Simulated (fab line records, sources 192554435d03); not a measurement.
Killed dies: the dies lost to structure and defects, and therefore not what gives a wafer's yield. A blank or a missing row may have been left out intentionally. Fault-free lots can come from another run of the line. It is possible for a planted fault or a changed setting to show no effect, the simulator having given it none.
Chamber matching | flow n5-finfet | rie-diel-06 running N5_GATE_CUT_ETCH_36: 4 sister chambers
The step etches SiARC in CF4, target depth 13 nm, time 21.7 s. 7 wafers are shown with their chamber, then 10 later ones without.

== WAFERS PAIRED WITH THEIR CHAMBERS ==
wafer  | chamber | showerhead-plenum-p-Torr (Torr) | throttle-valve-pct (%)
L076.4 | 0       | 2.20                            | 15.76
L080.5 | 2       | 2.25                            | 15.44
L080.6 | 1       | 2.12                            | 15.77
L089.4 | 1       | 2.12                            | 15.80
L089.6 | 3       | 1.99                            | 15.35
L092.2 | 3       | 1.99                            | 15.34
L092.4 | 2       | 2.24                            | 15.46

== WAFERS WHOSE CHAMBER IS MISSING ==
wafer  | showerhead-plenum-p-Torr (Torr) | throttle-valve-pct (%)
L092.5 | 2.24                            | 15.46
L096.1 | 2.11                            | 15.81
L096.2 | 2.19                            | 15.35
L096.3 | 2.24                            | 15.49
L096.4 | 1.99                            | 15.39
L096.5 | 2.11                            | 15.83
L096.6 | 2.24                            | 15.47
L097.2 | 2.19                            | 15.36
L097.3 | 2.24                            | 15.49
L097.4 | 1.99                            | 15.38

== WHICH CHAMBER EACH ONE RAN IN ==
wafer  | from the rows above | in truth
L092.5 | 2                   | 2
L096.1 | 1                   | 1
L096.2 | 2                   | 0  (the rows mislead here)
L096.3 | 2                   | 2
L096.4 | 3                   | 3
L096.5 | 1                   | 1
L096.6 | 2                   | 2
L097.2 | 2                   | 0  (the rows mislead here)
L097.3 | 2                   | 2
L097.4 | 3                   | 3
Correctly placed: 8 of 10. Not placeable from these rows: 0. 2 placed wrongly.
How it was worked out, from the rows above alone: a wafer's distance from a chamber is the root of the sum, over the readings, of the square of ((its reading less the chamber's mean) divided by the reading's scatter). The wafer belongs to the nearest chamber; if the next one is less than 2 further off, it can't be placed. For every chamber, the mean is computed from those of its wafers that are shown. The scatter is the square root of a quotient: the sum, over the shown wafers, of each reading's squared deviation from its chamber's mean, divided by wafers minus chambers.
